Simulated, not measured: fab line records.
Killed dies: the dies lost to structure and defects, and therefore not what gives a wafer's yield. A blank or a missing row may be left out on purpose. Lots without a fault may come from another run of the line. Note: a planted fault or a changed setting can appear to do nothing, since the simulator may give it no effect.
Check of tool commonality | flow nandHarc | Sampled: 11 lots, 33 wafers

## WHY IT WAS OPENED
At NHARC_A_CHANNEL_HOLE_D2_INSPECT_40 the reading rawDefectCount is flagged on 2 of 11 lots. Fault-free wafers read 287, with a standard deviation of 78.
Rule: a lot is flagged when every wafer of it that has a number lies more than 4 standard deviations from that mean, or none has a number. All remaining lots are regarded as sound.

lot  | measured     | on               | rawDefectCount, wafer by wafer | flag
L267 | day 14 03:29 | defectInspect-02 | 419 291 466                    | 
L268 | day 14 07:52 | defectInspect-02 | 261 289 494                    | 
L273 | day 16 22:11 | defectInspect-02 | 156 341 302                    | 
L274 | day 17 06:31 | defectInspect-02 | 1213 1307 1272                 | FLAGGED
L277 | day 18 10:13 | defectInspect-02 | 1196 998 1179                  | FLAGGED
L280 | day 19 13:11 | defectInspect-01 | 173 251 191                    | 
L284 | day 21 02:23 | defectInspect-01 | 376 224 279                    | 
L285 | day 21 04:32 | defectInspect-01 | 252 379 270                    | 
L287 | day 22 13:14 | defectInspect-02 | 271 186 177                    | 
L289 | day 23 04:28 | defectInspect-01 | 178 218 292                    | 
L288 | day 23 05:32 | defectInspect-01 | 202 141 162                    | 
Average over the flagged lots: 1194; offset from the usual +907, equal to +12 standard deviations.

## WHICH TOOL RAN EACH LOT
The record holds 3 process steps before the reading, out of a route of 1302 steps. In each cell: the tool, then ch and the chambers that the sampled wafers went through, then the start.
lot  | flag    | NHARC_A_CHANNEL_HOLE_D2_ETCH_26 | NHARC_A_CHANNEL_HOLE_D2_ETCH_44   | NHARC_A_CHANNEL_HOLE_D2_PRECLEAN_29
L267 |         | harEtch-02 ch 0,1, day 14 01:34 | rieDiel-09 ch 1,3, day 14 02:31   | wetBench-03 ch 0,1,4, day 14 03:10
L268 |         | harEtch-01 ch 0,1, day 14 05:56 | rieDiel-03 ch 1,2,3, day 14 06:51 | wetBench-05 ch 4,5,6, day 14 07:30
L273 |         | harEtch-01 ch 0,1, day 16 20:15 | rieDiel-09 ch 0,2,3, day 16 21:12 | wetBench-06 ch 0,4,5, day 16 21:52
L274 | FLAGGED | harEtch-01 ch 0,1, day 17 04:35 | rieDiel-09 ch 1,2,3, day 17 05:32 | wetBench-06 ch 0,1,2, day 17 06:12
L277 | FLAGGED | harEtch-02 ch 0,1, day 18 08:17 | rieDiel-03 ch 0,1, day 18 09:14   | wetBench-06 ch 2,4,5, day 18 09:53
L280 |         | harEtch-01 ch 0,1, day 19 11:18 | rieDiel-09 ch 1,2, day 19 12:13   | wetBench-03 ch 0,5,6, day 19 12:53
L284 |         | harEtch-02 ch 0,1, day 21 00:32 | rieDiel-03 ch 0,1,3, day 21 01:25 | wetBench-06 ch 3,6,7, day 21 02:04
L285 |         | harEtch-01 ch 1, day 21 02:39   | rieDiel-09 ch 0,2, day 21 03:34   | wetBench-03 ch 1,3,4, day 21 04:13
L287 |         | harEtch-02 ch 0,1, day 22 11:17 | rieDiel-02 ch 1,2,3, day 22 12:16 | wetBench-03 ch 2,4,7, day 22 12:55
L289 |         | harEtch-01 ch 0, day 23 02:35   | rieDiel-03 ch 0,1, day 23 03:29   | wetBench-06 ch 1,2,3, day 23 04:10
L288 |         | harEtch-02 ch 0,1, day 23 03:38 | rieDiel-09 ch 1,2,3, day 23 04:34 | wetBench-03 ch 3,5,6, day 23 05:13
What these steps do:
- NHARC_A_CHANNEL_HOLE_D2_ETCH_26: etches the open film in C4F8/O2/Ar, time 224.1 s, target depth 300 nm.
- NHARC_A_CHANNEL_HOLE_D2_ETCH_44: etches the open film in CF4/O2, target depth 140 nm, overetch 14 nm, time 77 s.
- NHARC_A_CHANNEL_HOLE_D2_PRECLEAN_29: cleans in SC1.
- NHARC_A_CHANNEL_HOLE_D2_INSPECT_40

## FLAGGED AGAINST TOTAL, ONE TOOL AT A TIME (gauges that did the reading follow at the end)
step                                | tool             | lots run | flagged | share of the flagged lots | sound lots run after its first flagged lot
NHARC_A_CHANNEL_HOLE_D2_ETCH_26     | harEtch-01       | 6        | 1       | some                      | 3 (L280,L285,L289)
NHARC_A_CHANNEL_HOLE_D2_ETCH_26     | harEtch-02       | 5        | 1       | some                      | 3 (L284,L287,L288)
NHARC_A_CHANNEL_HOLE_D2_ETCH_44     | rieDiel-02       | 1        | 0       | none                      | -
NHARC_A_CHANNEL_HOLE_D2_ETCH_44     | rieDiel-03       | 4        | 1       | some                      | 2 (L284,L289)
NHARC_A_CHANNEL_HOLE_D2_ETCH_44     | rieDiel-09       | 6        | 1       | some                      | 3 (L280,L285,L288)
NHARC_A_CHANNEL_HOLE_D2_PRECLEAN_29 | wetBench-03      | 5        | 0       | none                      | -
NHARC_A_CHANNEL_HOLE_D2_PRECLEAN_29 | wetBench-05      | 1        | 0       | none                      | -
NHARC_A_CHANNEL_HOLE_D2_PRECLEAN_29 | wetBench-06      | 5        | 2       | all                       | 2 (L284,L289)
NHARC_A_CHANNEL_HOLE_D2_INSPECT_40  | defectInspect-01 | 5        | 0       | none                      | -
NHARC_A_CHANNEL_HOLE_D2_INSPECT_40  | defectInspect-02 | 6        | 2       | all                       | 1 (L287)

## THE TABLE: WHAT IT ALLOWS
wetBench-06 at NHARC_A_CHANNEL_HOLE_D2_PRECLEAN_29 and defectInspect-02 at NHARC_A_CHANNEL_HOLE_D2_INSPECT_40 are the 2 rows of the table that ran each flagged lot.
- wetBench-06 at NHARC_A_CHANNEL_HOLE_D2_PRECLEAN_29 ran 5 lots, 2 of them flagged. After the first flagged lot (L284, L289), sound lots still ran on it; a lasting fault on the whole tool would not permit that.
- defectInspect-02 at NHARC_A_CHANNEL_HOLE_D2_INSPECT_40 ran 6 lots, 2 of them flagged. After the first flagged lot (L287), sound lots still ran on it; a lasting fault on the whole tool would not permit that.
Every row of the table either missed a flagged lot or ran a sound lot after the first.

## WHAT THE SIMULATOR HAD PUT IN
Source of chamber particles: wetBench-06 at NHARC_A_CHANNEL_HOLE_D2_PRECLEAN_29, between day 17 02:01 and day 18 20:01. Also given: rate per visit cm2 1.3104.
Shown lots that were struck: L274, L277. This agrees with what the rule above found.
